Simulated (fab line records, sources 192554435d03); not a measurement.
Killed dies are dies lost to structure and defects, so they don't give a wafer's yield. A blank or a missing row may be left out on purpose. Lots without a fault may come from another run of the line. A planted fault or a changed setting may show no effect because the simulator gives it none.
Chamber matching | flow n5_finfet | N5_BEOL_M5_CURE_80 on uv_cure-01: 3 sister chambers
The step cures SiCOH lowk, time 120 s. 14 wafers are shown with their chamber, then 7 later ones without.

WAFERS WITH THEIR CHAMBER
wafer  | chamber | wafer_temp_C_max | lamp_power_pct (%)
L076.1 | 2       | 372.1            | 52.38
L076.2 | 2       | 371.9            | 52.29
L076.5 | 2       | 371.4            | 52.41
L084.2 | 2       | 372.0            | 52.20
L084.3 | 2       | 373.0            | 52.35
L084.6 | 2       | 372.5            | 52.26
L085.1 | 0       | 373.0            | 52.40
L085.2 | 0       | 373.0            | 52.28
L085.3 | 0       | 373.0            | 52.47
L086.3 | 2       | 372.4            | 52.28
L086.5 | 2       | 371.7            | 52.37
L086.6 | 2       | 371.9            | 52.34
L087.3 | 1       | 371.7            | 52.29
L087.4 | 1       | 372.4            | 52.45

SIGNATURES (means of the wafers above)
reading          | chamber 0 | chamber 1 | chamber 2 | scatter within a chamber
wafer_temp_C_max | 373.000   | 372.050   | 372.100   | 0.431
lamp_power_pct   | 52.3833   | 52.3700   | 52.3200   | 0.0782
Rule: a wafer's distance from a chamber is the root of the sum, over the readings, of the square of ((its reading less the chamber's mean) divided by the reading's scatter). The wafer belongs to the nearest chamber; if the next one is less than 2 further off, it can't be placed. The scatter: the root of (the sum of the squares of (reading less its chamber's mean) over the shown wafers, divided by (wafers less chambers)).

WAFERS WITHOUT THEIR CHAMBER
wafer  | wafer_temp_C_max | lamp_power_pct (%)
L087.5 | 372.0            | 52.36
L090.3 | 371.9            | 52.27
L090.4 | 371.6            | 52.29
L090.5 | 373.1            | 52.36
L092.1 | 372.7            | 52.22
L092.2 | 371.9            | 52.36
L092.5 | 372.3            | 52.31

WHICH CHAMBER EACH WENT THROUGH
wafer  | from the rows above          | in truth
L087.5 | can't be placed: 1 or 2      | 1
L090.3 | can't be placed: 2 or 1      | 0
L090.4 | can't be placed: 2 or 1      | 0
L090.5 | can't be placed: 0 or 2      | 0
L092.1 | can't be placed: 2 or 0 or 1 | 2
L092.2 | can't be placed: 1 or 2      | 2
L092.5 | can't be placed: 2 or 1 or 0 | 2
Placed correctly: 0 of 7. Can't be placed from these rows: 7 (the true chamber is among the candidates in 5). Placed wrongly: 0.
